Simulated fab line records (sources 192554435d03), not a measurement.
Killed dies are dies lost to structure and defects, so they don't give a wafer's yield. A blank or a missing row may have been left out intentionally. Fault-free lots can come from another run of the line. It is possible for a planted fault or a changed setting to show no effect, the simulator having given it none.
Matching of chambers | flow n5Finfet | 4 sister chambers for N5_GATE_CUT_CMP_61 on cmp-01
The step polishes, stops on SiNx, t overpolish 3 s. 8 wafers are shown with their chamber, then 10 later ones without.

== WAFERS PAIRED WITH THEIR CHAMBERS ==
wafer  | chamber | motorCurrentA (A) | retainingRingPressureFrac
L081.4 | 0       | 13.1              | 0.999
L083.1 | 1       | 14.2              | 0.999
L083.5 | 2       | 13.4              | 1.002
L085.2 | 2       | 13.9              | 0.994
L085.3 | 0       | 12.7              | 0.990
L085.6 | 3       | 13.1              | 1.009
L089.2 | 3       | 13.2              | 0.997
L089.5 | 1       | 13.4              | 0.997

== WAFERS MISSING THEIR CHAMBER ==
wafer  | motorCurrentA (A) | retainingRingPressureFrac
L089.6 | 13.4              | 0.998
L090.2 | 13.1              | 1.005
L090.3 | 13.1              | 1.001
L090.5 | 12.2              | 0.996
L093.3 | 12.4              | 1.002
L093.5 | 12.7              | 1.004
L093.6 | 12.4              | 0.999
L097.2 | 13.4              | 0.996
L097.5 | 13.1              | 0.998
L097.6 | 12.6              | 0.994

== CHAMBER TAKEN BY EACH ==
wafer  | from the rows above               | in truth
L089.6 | can't be placed: 2 or 3 or 1 or 0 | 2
L090.2 | can't be placed: 3 or 0 or 2 or 1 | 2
L090.3 | can't be placed: 3 or 0 or 2 or 1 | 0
L090.5 | can't be placed: 0 or 3           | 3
L093.3 | can't be placed: 0 or 3 or 2      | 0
L093.5 | can't be placed: 3 or 0 or 2 or 1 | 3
L093.6 | can't be placed: 0 or 3 or 2      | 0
L097.2 | can't be placed: 2 or 1 or 3 or 0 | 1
L097.5 | can't be placed: 0 or 3 or 2 or 1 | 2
L097.6 | can't be placed: 0 or 3           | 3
Correctly placed: 0 of 10. These rows do not allow placing 10 (true chamber among the candidates in 10). 0 placed wrongly.
How it was worked out, from the rows above alone: a wafer's distance from a chamber is the root of the sum, over the readings, of the square of ((its reading less the chamber's mean) divided by the reading's scatter). If the next closest chamber is less than 2 further off than the closest, the wafer can't be placed; otherwise it belongs to the closest. Each chamber's mean is taken over the wafers shown for it. The scatter is the square root of a quotient: the sum, over the shown wafers, of each reading's squared deviation from its chamber's mean, divided by wafers minus chambers.
